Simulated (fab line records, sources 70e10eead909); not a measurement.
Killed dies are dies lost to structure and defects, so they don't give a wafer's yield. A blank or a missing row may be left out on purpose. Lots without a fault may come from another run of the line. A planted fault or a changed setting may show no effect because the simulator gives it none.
Chamber matching | flow nand_harc | NHARC_A_CHANNEL_FILL_D1_CMP_10 on cmp-04: 4 sister chambers
The step polishes, target thk 150 nm. 4 wafers are shown with their chamber, then 7 later ones without.

WAFERS WITH THEIR CHAMBER
wafer  | chamber | motor_current_A (A)
L087.2 | 3       | 14.3
L087.3 | 0       | 11.1
L087.1 | 1       | 14.2
L087.5 | 2       | 11.4

WAFERS WITHOUT THEIR CHAMBER
wafer  | motor_current_A (A)
L087.6 | 13.5
L094.2 | 10.8
L094.4 | 12.3
L094.5 | 11.0
L095.3 | 11.9
L095.5 | 11.2
L095.6 | 13.8

WHICH CHAMBER EACH WENT THROUGH
wafer  | from the rows above          | in truth
L087.6 | can't be placed: 1 or 3      | 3
L094.2 | can't be placed: 0 or 2      | 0
L094.4 | can't be placed: 2 or 0 or 1 | 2
L094.5 | can't be placed: 0 or 2      | 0
L095.3 | can't be placed: 2 or 0      | 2
L095.5 | can't be placed: 0 or 2      | 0
L095.6 | can't be placed: 1 or 3      | 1
Placed correctly: 0 of 7. Can't be placed from these rows: 7 (the true chamber is among the candidates in 7). Placed wrongly: 0.
How it was worked out, from the rows above alone: a wafer's distance from a chamber is the root of the sum, over the readings, of the square of ((its reading less the chamber's mean) divided by the reading's scatter). The wafer belongs to the nearest chamber; if the next one is less than 2 further off, it can't be placed. A chamber's mean is the mean of its shown wafers. The scatter: with one shown wafer a chamber, the root of the mean of the squares of how far each hidden wafer lies from its nearest shown one.
